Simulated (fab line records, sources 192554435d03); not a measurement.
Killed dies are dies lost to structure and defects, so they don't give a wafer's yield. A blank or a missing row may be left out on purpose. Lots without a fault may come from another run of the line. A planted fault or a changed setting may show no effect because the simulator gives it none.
Which tool did it? | flow n5_finfet | 24 lots, 72 wafers sampled, at 6 steps of a route of 1938

WHAT THE GAUGES READ, wafer by wafer
N5_BEOL_M12_RS_MEAS_54: measures by four-point-probe.
lot  | measured     | on            | M12_RS (ohm/sq)
L074 | day 11 12:39 | film_metro-02 | 0.0604 0.0598 0.0588
L075 | day 11 13:05 | film_metro-02 | 0.0598 0.0595 0.0586
L077 | day 11 17:53 | film_metro-01 | 0.0597 0.0584 0.0590
L076 | day 11 18:38 | film_metro-01 | 0.0604 0.0613 0.0604
L079 | day 12 06:59 | film_metro-02 | 0.0606 0.0598 0.0591
L080 | day 12 07:05 | film_metro-01 | 0.0607 0.0610 0.0606
L078 | day 12 08:23 | film_metro-01 | 0.0587 0.0590 0.0587
L081 | day 12 16:11 | film_metro-02 | 0.0601 0.0590 0.0607
L082 | day 12 23:42 | film_metro-01 | 0.0601 0.0599 0.0608
L083 | day 13 06:07 | film_metro-01 | 0.0603 0.0604 0.0598
L084 | day 13 13:20 | film_metro-02 | 0.0605 0.0618 0.0600
L086 | day 13 14:02 | film_metro-02 | 0.0593 0.0608 0.0592
L085 | day 13 22:54 | film_metro-02 | 0.0609 0.0591 0.0604
L087 | day 14 13:10 | film_metro-02 | 0.0600 0.0611 0.0611
L090 | day 14 23:23 | film_metro-02 | 0.0600 0.0586 0.0598
L088 | day 15 00:40 | film_metro-02 | 0.0604 0.0617 0.0605
L092 | day 15 03:17 | film_metro-01 | 0.0599 0.0590 0.0591
L089 | day 15 12:01 | film_metro-01 | 0.0599 0.0604 0.0590
L091 | day 15 17:41 | film_metro-01 | 0.0593 0.0607 0.0601
L093 | day 15 19:24 | film_metro-02 | 0.0594 0.0598 0.0600
L094 | day 16 12:22 | film_metro-02 | 0.0602 0.0603 0.0578
L095 | day 16 13:19 | film_metro-02 | 0.0604 0.0605 0.0599
L096 | day 16 20:11 | film_metro-01 | 0.0598 0.0605 0.0599
L097 | day 17 05:25 | film_metro-01 | 0.0584 0.0602 0.0604

WHICH TOOL RAN EACH LOT (tool, then ch and the chambers of the sampled wafers, then the start)
lot  | N5_BEOL_M11_SPUTTER_48       | N5_BEOL_M11_ANNEAL_51            | N5_BEOL_M12_DESCUM_15              | N5_BEOL_M12_ETCH_68                | N5_BEOL_M12_ETCH_38
L074 | pvd_sputter-03, day 11 05:33 | rtp_anneal-01 ch 0, day 11 05:47 | rie_diel-04 ch 1,2,3, day 11 07:56 | rie_diel-02 ch 0,1,3, day 11 09:04 | rie_diel-02 ch 1,2,3, day 11 10:52
L075 | pvd_sputter-03, day 11 05:55 | rtp_anneal-02 ch 0, day 11 06:11 | rie_diel-04 ch 0,1,3, day 11 08:11 | rie_diel-03 ch 0,1,3, day 11 09:22 | rie_diel-02 ch 0,1, day 11 11:07
L077 | pvd_sputter-03, day 11 05:59 | rtp_anneal-01 ch 0, day 11 06:19 | rie_diel-03 ch 1,2,3, day 11 08:29 | rie_diel-04 ch 1,2,3, day 11 09:38 | rie_diel-02 ch 1,2, day 11 16:00
L076 | pvd_sputter-02, day 11 07:59 | rtp_anneal-02 ch 0, day 11 08:30 | rie_diel-03 ch 0,1, day 11 10:02   | rie_diel-03 ch 2,3, day 11 11:08   | rie_diel-03 ch 1,2,3, day 11 16:18
L079 | pvd_sputter-01, day 11 23:20 | rtp_anneal-01 ch 0, day 11 23:37 | rie_diel-02 ch 0,1,2, day 12 01:07 | rie_diel-04 ch 0,2,3, day 12 02:22 | rie_diel-02 ch 0,2,3, day 12 05:29
L080 | pvd_sputter-02, day 12 00:56 | rtp_anneal-02 ch 0, day 12 01:12 | rie_diel-02 ch 0,3, day 12 02:28   | rie_diel-02 ch 2,3, day 12 03:40   | rie_diel-02 ch 0,1,3, day 12 05:35
L078 | pvd_sputter-02, day 12 01:07 | rtp_anneal-01 ch 0, day 12 01:23 | rie_diel-02 ch 0,2,3, day 12 02:49 | rie_diel-04 ch 1,2,3, day 12 04:04 | rie_diel-04 ch 0,2,3, day 12 06:13
L081 | pvd_sputter-01, day 12 06:45 | rtp_anneal-01 ch 0, day 12 07:15 | rie_diel-02 ch 0,1,2, day 12 08:38 | rie_diel-03 ch 0,2,3, day 12 09:51 | rie_diel-02 ch 1,2, day 12 14:05
L082 | pvd_sputter-03, day 12 18:40 | rtp_anneal-01 ch 0, day 12 18:53 | rie_diel-04 ch 0,1,3, day 12 20:15 | rie_diel-02 ch 2,3, day 12 21:45   | rie_diel-02 ch 2,3, day 12 22:14
L083 | pvd_sputter-03, day 12 19:38 | rtp_anneal-02 ch 0, day 12 20:19 | rie_diel-03 ch 0,3, day 12 22:05   | rie_diel-03 ch 1,3, day 12 23:14   | rie_diel-04 ch 2,3, day 13 04:06
L084 | pvd_sputter-02, day 13 04:38 | rtp_anneal-01 ch 0, day 13 05:05 | rie_diel-04 ch 0,1,3, day 13 06:23 | rie_diel-02 ch 0,1,2, day 13 07:29 | rie_diel-03 ch 0,2,3, day 13 11:31
L086 | pvd_sputter-01, day 13 07:01 | rtp_anneal-02 ch 0, day 13 07:14 | rie_diel-04 ch 0,1,3, day 13 08:51 | rie_diel-04 ch 0,1,3, day 13 10:18 | rie_diel-03 ch 1,2,3, day 13 11:54
L085 | pvd_sputter-01, day 13 14:07 | rtp_anneal-01 ch 0, day 13 14:27 | rie_diel-02 ch 2,3, day 13 15:41   | rie_diel-04 ch 0,1,3, day 13 17:05 | rie_diel-04 ch 0,3, day 13 21:07
L087 | pvd_sputter-02, day 14 05:11 | rtp_anneal-01 ch 0, day 14 06:15 | rie_diel-02 ch 0,1,2, day 14 08:04 | rie_diel-02 ch 0,1,2, day 14 09:17 | rie_diel-03 ch 0,1,2, day 14 11:40
L090 | pvd_sputter-03, day 14 13:28 | rtp_anneal-01 ch 0, day 14 13:47 | rie_diel-02 ch 1,2, day 14 15:07   | rie_diel-03 ch 0,3, day 14 16:23   | rie_diel-02 ch 0,1, day 14 21:38
L088 | pvd_sputter-03, day 14 13:39 | rtp_anneal-02 ch 0, day 14 14:02 | rie_diel-04 ch 1,2,3, day 14 15:20 | rie_diel-04 ch 1,2,3, day 14 16:44 | rie_diel-02 ch 0,2,3, day 14 22:31
L092 | pvd_sputter-01, day 14 21:49 | rtp_anneal-02 ch 0, day 14 22:07 | rie_diel-02 ch 1,2,3, day 14 23:23 | rie_diel-04 ch 0,1,2, day 15 00:28 | rie_diel-04 ch 0,1,2, day 15 01:19
L089 | pvd_sputter-02, day 15 05:58 | rtp_anneal-02 ch 0, day 15 06:33 | rie_diel-03 ch 1,2,3, day 15 07:52 | rie_diel-04 ch 0,1,3, day 15 09:10 | rie_diel-02 ch 0,2,3, day 15 10:16
L091 | pvd_sputter-02, day 15 07:02 | rtp_anneal-02 ch 0, day 15 08:13 | rie_diel-02 ch 0,1,2, day 15 09:28 | rie_diel-03 ch 0,3, day 15 11:17   | rie_diel-04 ch 0,2, day 15 13:14
L093 | pvd_sputter-01, day 15 13:21 | rtp_anneal-02 ch 0, day 15 13:43 | rie_diel-04 ch 2,3, day 15 14:53   | rie_diel-04 ch 0,1, day 15 15:59   | rie_diel-02 ch 1,2,3, day 15 16:31
L094 | pvd_sputter-03, day 16 03:28 | rtp_anneal-01 ch 0, day 16 03:47 | rie_diel-03 ch 1,2, day 16 05:05   | rie_diel-02 ch 1,2,3, day 16 06:18 | rie_diel-03 ch 0,3, day 16 10:37
L095 | pvd_sputter-02, day 16 04:37 | rtp_anneal-02 ch 0, day 16 05:05 | rie_diel-03 ch 2,3, day 16 06:23   | rie_diel-03 ch 0,2,3, day 16 07:29 | rie_diel-03 ch 0,1,3, day 16 11:11
L096 | pvd_sputter-03, day 16 13:42 | rtp_anneal-01 ch 0, day 16 14:09 | rie_diel-03 ch 0,1,3, day 16 15:22 | rie_diel-03 ch 1,3, day 16 16:28   | rie_diel-03 ch 0,1, day 16 18:22
L097 | pvd_sputter-02, day 16 22:08 | rtp_anneal-01 ch 0, day 16 22:22 | rie_diel-04 ch 0,3, day 16 23:56   | rie_diel-02 ch 0,1,3, day 17 01:08 | rie_diel-03 ch 0,2,3, day 17 03:46
- N5_BEOL_M11_SPUTTER_48: material Cu, target thk 12 nm, time 2 s.
- N5_BEOL_M11_ANNEAL_51: time 90 s.
- N5_BEOL_M12_DESCUM_15: chemistry O2, time 7.9 s.
- N5_BEOL_M12_ETCH_68: etches SOC in N2/H2, time 285 s.
- N5_BEOL_M12_ETCH_38: etches SiCN in CF4/N2, target depth 68.7 nm, time 73.4 s.

WHAT THE TOOLS THEMSELVES READ (means of the sampled wafers that have a number; where no wafer has one, the mark that the record gives instead)
N5_BEOL_M11_SPUTTER_48.
lot  | tool           | chuck_gas_flow_sccm (sccm) | throttle_valve_pct (%)
L074 | pvd_sputter-03 | 1.26                       | 30.7
L075 | pvd_sputter-03 | 1.27                       | 31.6
L077 | pvd_sputter-03 | 1.27                       | 30.7
L076 | pvd_sputter-02 | 1.25                       | 29.7
L079 | pvd_sputter-01 | 1.26                       | 28.9
L080 | pvd_sputter-02 | 1.27                       | 30.1
L078 | pvd_sputter-02 | 1.29                       | 30.0
L081 | pvd_sputter-01 | 1.30                       | 28.9
L082 | pvd_sputter-03 | 1.23                       | 30.3
L083 | pvd_sputter-03 | 1.22                       | 29.6
L084 | pvd_sputter-02 | 1.30                       | 29.5
L086 | pvd_sputter-01 | 1.19                       | 29.4
L085 | pvd_sputter-01 | 1.22                       | 29.3
L087 | pvd_sputter-02 | 1.25                       | 29.6
L090 | pvd_sputter-03 | 1.22                       | 29.7
L088 | pvd_sputter-03 | 1.21                       | 28.6
L092 | pvd_sputter-01 | 1.24                       | 29.6
L089 | pvd_sputter-02 | 1.28                       | 29.7
L091 | pvd_sputter-02 | 1.28                       | 30.1
L093 | pvd_sputter-01 | 1.23                       | 30.2
L094 | pvd_sputter-03 | 1.21                       | 29.6
L095 | pvd_sputter-02 | 1.30                       | 29.6
L096 | pvd_sputter-03 | 1.29                       | 29.0
L097 | pvd_sputter-02 | 1.24                       | 29.8

N5_BEOL_M11_ANNEAL_51.
lot  | tool          | wafer_temp_C_max
L074 | rtp_anneal-01 | 226.0
L075 | rtp_anneal-02 | 226.0
L077 | rtp_anneal-01 | 225.9
L076 | rtp_anneal-02 | 226.6
L079 | rtp_anneal-01 | 226.2
L080 | rtp_anneal-02 | 226.3
L078 | rtp_anneal-01 | 225.9
L081 | rtp_anneal-01 | 225.9
L082 | rtp_anneal-01 | 225.9
L083 | rtp_anneal-02 | 226.5
L084 | rtp_anneal-01 | 225.6
L086 | rtp_anneal-02 | 226.5
L085 | rtp_anneal-01 | 226.0
L087 | rtp_anneal-01 | 225.5
L090 | rtp_anneal-01 | 226.0
L088 | rtp_anneal-02 | 225.9
L092 | rtp_anneal-02 | 226.3
L089 | rtp_anneal-02 | 226.2
L091 | rtp_anneal-02 | 226.4
L093 | rtp_anneal-02 | 226.1
L094 | rtp_anneal-01 | 225.9
L095 | rtp_anneal-02 | 225.8
L096 | rtp_anneal-01 | 225.7
L097 | rtp_anneal-01 | 225.9

N5_BEOL_M12_DESCUM_15.
lot  | tool        | drypump_motor_current_A (A) | oes_product_au (a.u.) | rf_vpp_V (V) | showerhead_plenum_p_Torr (Torr) | throttle_valve_pct (%)
L074 | rie_diel-04 | 5.9                         | 0.84                  | 243.6        | 2.09                            | 20.27
L075 | rie_diel-04 | 5.6                         | 0.80                  | 243.3        | 2.14                            | 20.23
L077 | rie_diel-03 | 5.7                         | 0.86                  | 243.5        | 2.10                            | 20.34
L076 | rie_diel-03 | 6.0                         | 0.88                  | 243.8        | 2.11                            | 20.38
L079 | rie_diel-02 | 5.8                         | 0.82                  | 242.8        | 2.11                            | 20.30
L080 | rie_diel-02 | 6.0                         | 0.80                  | 243.6        | 2.12                            | 20.26
L078 | rie_diel-02 | 6.1                         | 0.75                  | 242.3        | 2.08                            | 20.28
L081 | rie_diel-02 | 5.8                         | 0.82                  | 243.6        | 2.10                            | 20.31
L082 | rie_diel-04 | 5.6                         | 0.78                  | 243.5        | 2.13                            | 20.26
L083 | rie_diel-03 | 5.9                         | 0.85                  | 243.3        | 2.05                            | 20.24
L084 | rie_diel-04 | 5.6                         | 0.78                  | 243.7        | 2.13                            | 20.26
L086 | rie_diel-04 | 5.6                         | 0.77                  | 243.5        | 2.13                            | 20.26
L085 | rie_diel-02 | 6.0                         | 0.69                  | 241.8        | 2.03                            | 20.36
L087 | rie_diel-02 | 5.8                         | 0.81                  | 243.2        | 2.10                            | 20.34
L090 | rie_diel-02 | 5.7                         | 0.82                  | 243.6        | 2.15                            | 20.29
L088 | rie_diel-04 | 5.9                         | 0.80                  | 241.6        | 2.08                            | 20.31
L092 | rie_diel-02 | 5.9                         | 0.87                  | 243.1        | 2.11                            | 20.20
L089 | rie_diel-03 | 5.7                         | 0.81                  | 244.0        | 2.08                            | 20.39
L091 | rie_diel-02 | 5.8                         | 0.79                  | 243.3        | 2.10                            | 20.34
L093 | rie_diel-04 | 6.1                         | 0.85                  | 241.1        | 2.04                            | 20.28
L094 | rie_diel-03 | 5.8                         | 0.82                  | 243.4        | 2.10                            | 20.46
L095 | rie_diel-03 | 5.2                         | 0.82                  | 242.5        | 2.05                            | 20.32
L096 | rie_diel-03 | 6.0                         | 0.81                  | 242.6        | 2.08                            | 20.39
L097 | rie_diel-04 | 5.5                         | 0.78                  | 243.7        | 2.13                            | 20.22

N5_BEOL_M12_ETCH_68.
lot  | tool        | drypump_motor_current_A (A) | oes_product_au (a.u.) | rf_vpp_V (V) | showerhead_plenum_p_Torr (Torr) | throttle_valve_pct (%)
L074 | rie_diel-02 | 5.9                         | 0.83                  | 526.5        | 2.63                            | 17.54
L075 | rie_diel-03 | 6.0                         | 0.86                  | 523.6        | 2.55                            | 17.72
L077 | rie_diel-04 | 5.8                         | 0.84                  | 523.5        | 2.53                            | 17.63
L076 | rie_diel-03 | 5.2                         | 0.88                  | 521.6        | 2.51                            | 17.56
L079 | rie_diel-04 | 5.8                         | 0.87                  | 523.9        | 2.54                            | 17.50
L080 | rie_diel-02 | 6.2                         | 0.70                  | 523.1        | 2.56                            | 17.77
L078 | rie_diel-04 | 5.8                         | 0.82                  | 523.8        | 2.52                            | 17.66
L081 | rie_diel-03 | 5.5                         | 0.86                  | 522.9        | 2.51                            | 17.64
L082 | rie_diel-02 | 6.2                         | 0.70                  | 524.7        | 2.56                            | 17.77
L083 | rie_diel-03 | 6.1                         | 0.82                  | 525.2        | 2.57                            | 17.75
L084 | rie_diel-02 | 5.8                         | 0.82                  | 524.9        | 2.56                            | 17.68
L086 | rie_diel-04 | 5.6                         | 0.78                  | 525.2        | 2.58                            | 17.63
L085 | rie_diel-04 | 5.6                         | 0.77                  | 525.1        | 2.58                            | 17.62
L087 | rie_diel-02 | 5.8                         | 0.79                  | 524.5        | 2.56                            | 17.70
L090 | rie_diel-03 | 6.0                         | 0.81                  | 523.7        | 2.53                            | 17.74
L088 | rie_diel-04 | 5.9                         | 0.81                  | 523.3        | 2.52                            | 17.70
L092 | rie_diel-04 | 5.9                         | 0.82                  | 526.0        | 2.59                            | 17.61
L089 | rie_diel-04 | 5.6                         | 0.76                  | 524.8        | 2.57                            | 17.66
L091 | rie_diel-03 | 6.0                         | 0.81                  | 524.2        | 2.52                            | 17.76
L093 | rie_diel-04 | 5.6                         | 0.78                  | 527.1        | 2.64                            | 17.56
L094 | rie_diel-02 | 5.9                         | 0.83                  | 524.8        | 2.57                            | 17.62
L095 | rie_diel-03 | 5.6                         | 0.82                  | 522.7        | 2.49                            | 17.69
L096 | rie_diel-03 | 6.2                         | 0.80                  | 525.0        | 2.56                            | 17.80
L097 | rie_diel-02 | 5.9                         | 0.85                  | 526.8        | 2.61                            | 17.52

N5_BEOL_M12_ETCH_38.
lot  | tool        | cf4_flow_sccm (sccm) | drypump_motor_current_A (A) | oes_product_au (a.u.) | rf_vpp_V (V) | showerhead_plenum_p_Torr (Torr) | throttle_valve_pct (%)
L074 | rie_diel-02 | 59.99                | 5.9                         | 0.80                  | 383.5        | 2.24                            | 15.32
L075 | rie_diel-02 | 60.08                | 5.8                         | 0.89                  | 383.6        | 2.27                            | 15.21
L077 | rie_diel-02 | 60.05                | 5.7                         | 0.89                  | 383.6        | 2.26                            | 15.25
L076 | rie_diel-03 | 60.10                | 5.7                         | 0.86                  | 383.7        | 2.21                            | 15.33
L079 | rie_diel-02 | 60.18                | 6.0                         | 0.74                  | 382.7        | 2.20                            | 15.42
L080 | rie_diel-02 | 59.81                | 5.9                         | 0.82                  | 384.8        | 2.28                            | 15.25
L078 | rie_diel-04 | 59.90                | 5.8                         | 0.87                  | 382.6        | 2.21                            | 15.22
L081 | rie_diel-02 | 60.02                | 5.7                         | 0.86                  | 383.3        | 2.26                            | 15.28
L082 | rie_diel-02 | 59.91                | 6.2                         | 0.69                  | 382.4        | 2.21                            | 15.43
L083 | rie_diel-04 | 59.88                | 6.0                         | 0.89                  | 381.6        | 2.16                            | 15.22
L084 | rie_diel-03 | 60.06                | 5.5                         | 0.85                  | 381.4        | 2.18                            | 15.31
L086 | rie_diel-03 | 59.86                | 5.7                         | 0.83                  | 383.1        | 2.21                            | 15.36
L085 | rie_diel-04 | 60.07                | 5.5                         | 0.80                  | 382.9        | 2.20                            | 15.28
L087 | rie_diel-03 | 60.25                | 5.6                         | 0.85                  | 382.3        | 2.18                            | 15.31
L090 | rie_diel-02 | 60.16                | 5.7                         | 0.87                  | 383.8        | 2.29                            | 15.24
L088 | rie_diel-02 | 60.04                | 6.0                         | 0.83                  | 382.5        | 2.19                            | 15.30
L092 | rie_diel-04 | 59.94                | 5.8                         | 0.82                  | 382.9        | 2.25                            | 15.32
L089 | rie_diel-02 | 60.15                | 6.0                         | 0.82                  | 382.1        | 2.19                            | 15.32
L091 | rie_diel-04 | 59.77                | 6.0                         | 0.87                  | 382.7        | 2.21                            | 15.24
L093 | rie_diel-02 | 59.83                | 5.9                         | 0.84                  | 381.6        | 2.23                            | 15.24
L094 | rie_diel-03 | 60.07                | 5.9                         | 0.82                  | 381.6        | 2.17                            | 15.36
L095 | rie_diel-03 | 59.88                | 6.0                         | 0.80                  | 381.2        | 2.20                            | 15.41
L096 | rie_diel-03 | 60.12                | 6.1                         | 0.82                  | 382.3        | 2.21                            | 15.40
L097 | rie_diel-03 | 59.92                | 5.6                         | 0.82                  | 381.3        | 2.17                            | 15.37

THE ANSWER, worked out from the rows above alone
Rule: what is usual is taken from the lots themselves. Put in order of their means at a reading, lots are off if they are a third of the lots or fewer, leave a main group of 4 or more, and stand apart from it by a gap of 3 or more times the standard deviation of the main group's means; of several such gaps the widest counts. A main group whose means are all the same, to the digits that the tables above print for the reading, isn't used. A lot without any number at a reading at which 4 lots or more have one is off too. The other lots that the step has rows for count as sound. The gauges are gone through in route order, then the tools' own readings, and for those a lot's mean is taken as printed above. The first step at which some lot is off is used, and at that step the reading that is off furthest; a lot without a number counts as furthest.
No lot is off at any reading shown: from this, nothing can be told.

WHAT THE SIMULATOR HAD PUT IN
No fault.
